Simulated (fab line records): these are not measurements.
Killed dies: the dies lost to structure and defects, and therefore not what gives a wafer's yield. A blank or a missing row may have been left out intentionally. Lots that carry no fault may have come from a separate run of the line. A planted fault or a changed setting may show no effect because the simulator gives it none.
Which of the tools did it? | flow nand harc | 12 lots, 36 wafers sampled, at 6 steps of a route of 1302

WHAT THE GAUGES SHOWED, per wafer
NHARC_A_CONTACT_CD_MEAS_80.
lot  | measured     | on        | cd nm (nm)
L075 | day 22 11:16 | cd sem-01 | 288.6 288.8 288.1
L076 | day 23 10:16 | cd sem-01 | 289.6 290.0 289.4
L077 | day 23 19:01 | cd sem-03 | 290.1 290.2 289.6
L080 | day 24 16:40 | cd sem-01 | 289.0 288.8 289.2
L082 | day 25 17:47 | cd sem-02 | 290.0 290.7 290.5
L085 | day 27 04:19 | cd sem-03 | 289.4 289.4 289.4
L087 | day 27 20:03 | cd sem-01 | 289.5 289.1 289.2
L089 | day 27 23:55 | cd sem-02 | 289.9 290.2 290.1
L091 | day 28 14:59 | cd sem-03 | 290.3 290.9 290.1
L092 | day 29 11:26 | cd sem-01 | 288.2 287.9 289.0
L094 | day 30 08:55 | cd sem-03 | 289.1 289.6 289.5
L097 | day 31 14:05 | cd sem-01 | 289.8 289.5 290.1

WHAT TOOL EACH LOT RAN ON (gives the tool, then ch and the chambers of the sampled wafers, and finally the start)
lot  | NHARC_A_CONTACT_ETCH_49                       | NHARC_A_CONTACT_ETCH_113             | NHARC_A_CONTACT_ETCH_96                       | NHARC_A_CONTACT_DEP_58          | NHARC_A_CONTACT_ETCH_130
L075 | rie diel-05 ch 0,3, day 21 22:53 or earlier   | har cap etch-03 ch 0,1, day 21 22:53 | rie diel-05 ch 0,1,2, day 22 06:20 or earlier | pecvd-03 ch 1,2, day 22 06:20   | har cap etch-03 ch 0, day 22 09:44
L076 | rie diel-05 ch 1,2,3, day 22 20:55 or earlier | har cap etch-03 ch 0,1, day 22 20:55 | rie diel-05 ch 0,2,3, day 23 05:14 or earlier | pecvd-03 ch 0,1,2, day 23 05:14 | har cap etch-01 ch 0, day 23 08:44
L077 | rie diel-05 ch 1,2,3, day 23 05:04 or earlier | har cap etch-02 ch 0,1, day 23 05:04 | rie diel-06 ch 1,2,3, day 23 13:56 or earlier | pecvd-02 ch 0,2, day 23 13:56   | har cap etch-01 ch 0,1, day 23 17:31
L080 | rie diel-05 ch 0,1,2, day 24 02:37 or earlier | har cap etch-03 ch 0,1, day 24 02:37 | rie diel-05 ch 0,1, day 24 10:03 or earlier   | pecvd-03 ch 1,2, day 24 10:03   | har cap etch-03 ch 1, day 24 15:07
L082 | rie diel-10 ch 0,3, day 25 03:03 or earlier   | har cap etch-03 ch 0,1, day 25 03:03 | rie diel-05 ch 2,3, day 25 12:04 or earlier   | pecvd-03 ch 0,1,2, day 25 12:04 | har cap etch-03 ch 0,1, day 25 16:15
L085 | rie diel-05 ch 0,2,3, day 26 10:16 or earlier | har cap etch-01 ch 0,1, day 26 10:16 | rie diel-05 ch 0,1,2, day 26 23:19 or earlier | pecvd-02 ch 1,2, day 26 23:19   | har cap etch-02 ch 0,1, day 27 02:47
L087 | rie diel-06 ch 0,2,3, day 27 06:38 or earlier | har cap etch-03 ch 0,1, day 27 06:38 | rie diel-05 ch 0,2, day 27 15:03 or earlier   | pecvd-03 ch 0,1,2, day 27 15:03 | har cap etch-02 ch 0,1, day 27 18:31
L089 | rie diel-05 ch 0,1,2, day 27 11:51 or earlier | har cap etch-03 ch 0,1, day 27 11:51 | rie diel-05 ch 0,1,3, day 27 19:01 or earlier | pecvd-02 ch 0,1,2, day 27 19:01 | har cap etch-01 ch 0,1, day 27 22:23
L091 | rie diel-05 ch 1,2, day 28 01:01 or earlier   | har cap etch-03 ch 0,1, day 28 01:01 | rie diel-05 ch 1,3, day 28 10:02 or earlier   | pecvd-04 ch 0,1, day 28 10:02   | har cap etch-02 ch 0,1, day 28 13:28
L092 | rie diel-05 ch 0,2,3, day 28 22:00 or earlier | har cap etch-02 ch 0,1, day 28 22:00 | rie diel-06 ch 0,1,2, day 29 06:27 or earlier | pecvd-02 ch 0,1,2, day 29 06:27 | har cap etch-03 ch 0,1, day 29 09:55
L094 | rie diel-05 ch 0,2,3, day 29 20:57 or earlier | har cap etch-02 ch 0,1, day 29 20:57 | rie diel-05 ch 0,1,2, day 30 04:03 or earlier | pecvd-04 ch 0,1,2, day 30 04:03 | har cap etch-03 ch 0,1, day 30 07:28
L097 | rie diel-10 ch 0,2,3, day 30 23:42 or earlier | har cap etch-01 ch 0,1, day 30 23:42 | rie diel-06 ch 1,2,3, day 31 09:02 or earlier | pecvd-02 ch 1,2, day 31 09:02   | har cap etch-01 ch 0,1, day 31 12:33
- NHARC_A_CONTACT_ETCH_49: etches the open film in N2/H2, target depth 260 nm, time 475.3 s.
- NHARC_A_CONTACT_ETCH_113: etches the open film in C4F8/O2/Ar, time 190 s, target depth 1850 nm.
- NHARC_A_CONTACT_ETCH_96: etches the open film in C4F6/O2, target depth 20 nm, time 10 s.
- NHARC_A_CONTACT_DEP_58: deposits SiON, target thk 90 nm.
- NHARC_A_CONTACT_ETCH_130: etches the open film in C4F8/O2/Ar, time 197 s, target depth 1918 nm.

THE ANSWER, worked out from the rows above alone
Rule: usual is defined by the lots themselves. The widest of any qualifying gaps counts: lots, ordered by their means at a reading, are off when they make up no more than a third of the lots, leave a main group of 4 or more, and stand apart from it by 3 or more times the standard deviation of that group's means. If all means in a main group match to the digits the tables above print for the reading, that group is not used. Also off: a lot with no number at a reading for which 4 or more lots have one. All remaining lots with rows at the step are treated as sound.
Nothing can be told from this: no lot is off at any reading shown.

WHAT THE SIMULATOR PUT IN
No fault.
